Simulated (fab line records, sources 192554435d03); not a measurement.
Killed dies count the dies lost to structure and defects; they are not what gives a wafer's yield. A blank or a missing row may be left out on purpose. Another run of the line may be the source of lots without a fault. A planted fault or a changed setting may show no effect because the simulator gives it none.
Split-lot study -- flow n5-finfet -- 21 wafers read from 7 lots, route of 1938 steps

ON THE SPLIT
At N5_MOL_CONTACT_COAG_CVD_140 (deposits W, target thk 66.5 nm, time 215 s), the setting target-thk-a was moved away from the recipe's 665 angstrom on 8 of the 21 wafers read, by -10.0% to +7.1%. All remaining wafers had this setting at the recipe value.

Reading taken at the split's own step.

THE READING
W_of_MOL_CONTACT_COAG_CVD_140.thk-nm (the simulator's own value, which no gauge read), in nm, at N5_MOL_CONTACT_COAG_CVD_140 (deposits W, target thk 66.5 nm, time 215 s). The file does not state a usual value for it. Across the 13 wafers here that went through the recipe, the average is 66.3 nm and the standard deviation 0.75 nm.

wafer,"tool, chamber at the split","target-thk-a as run, angstrom",against the recipe,"W_of_MOL_CONTACT_COAG_CVD_140.thk-nm, nm",against lot-mates on the recipe
L074.1,"cvd-w-01, 0",665,recipe,65.4,-
L074.4,"cvd-w-01, 0",665,recipe,66.2,-
L074.5,"cvd-w-01, 0",665,recipe,66.6,-
L075.3,"cvd-w-02, 1",631,-5.1%,63.6,-1.2
L075.4,"cvd-w-02, 0",631,-5.1%,62.6,-2.2
L075.5,"cvd-w-02, 0",665,recipe,64.8,-
L076.3,"cvd-w-02, 1",665,recipe,66,-
L076.4,"cvd-w-02, 0",712.1,+7.1%,70,+3.4
L076.6,"cvd-w-02, 1",665,recipe,67.2,-
L078.2,"cvd-w-01, 0",708.6,+6.6%,70,+4.0
L078.5,"cvd-w-01, 0",708.6,+6.6%,70.4,+4.4
L078.6,"cvd-w-01, 1",665,recipe,66,-
L089.1,"cvd-w-01, 0",598.4,-10.0%,59.4,-6.8
L089.3,"cvd-w-01, 0,1",665,recipe,66.2,-
L089.4,"cvd-w-01, 0,1",665,recipe,66.2,-
L091.2,"cvd-w-02, 1",665,recipe,67.4,-
L091.3,"cvd-w-02, 1",665,recipe,66.6,-
L091.4,"cvd-w-02, 0",665,recipe,65.8,-
L092.1,"cvd-w-02, 0",698.3,+5.0%,70.2,+2.6
L092.2,"cvd-w-02, 1",698.3,+5.0%,71.2,+3.6
L092.4,"cvd-w-02, 1",665,recipe,67.6,-
Where a row lists several chambers, the file gives one row for several wafers and doesn't say which wafer went through which chamber.

THE FIT
A straight line over all 21 wafers: W_of_MOL_CONTACT_COAG_CVD_140.thk-nm changes by +0.658 nm for each +1% of target-thk-a; r = +0.96; the points scatter about the line by 0.81 nm.
The same after taking each lot's own level away (the mean of its wafers on the recipe; 21 wafers): +0.575 nm for each +1%; r = +0.96; scatter 0.68 nm.
That fit puts the effect of the largest move of target-thk-a on the reading at 5.8 nm.
The span of the lots' own levels, 64.80 to 67.60 nm, comes to 3.7 times the standard deviation stated above.
So the lot-to-lot level changes the slope: the two fits differ.
Check: -4.96 nm against its lot-mates is what the line predicts for one of the wafers moved furthest among these (-10.0%) when that wafer is left out of the fit. Against them it came out at -6.8 nm.

FURTHER SPLITS ON THESE WAFERS
Other splits were also applied to these wafers ahead of the reading. Each is held against what the fit with the lots' levels taken away leaves over:
other split on the same wafers,wafers away from the commonest value,r with W_of_MOL_CONTACT_COAG_CVD_140.thk-nm (lot level and that fit taken away)
N5_MOL_CONTACT_COAG_EXPOSE_05 dose-mj,5,-0.22

THE FILE'S OWN FIT
W_of_MOL_CONTACT_COAG_CVD_140.thk-nm changes by +0.588 nm for each +1% of target-thk-a, r = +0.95.
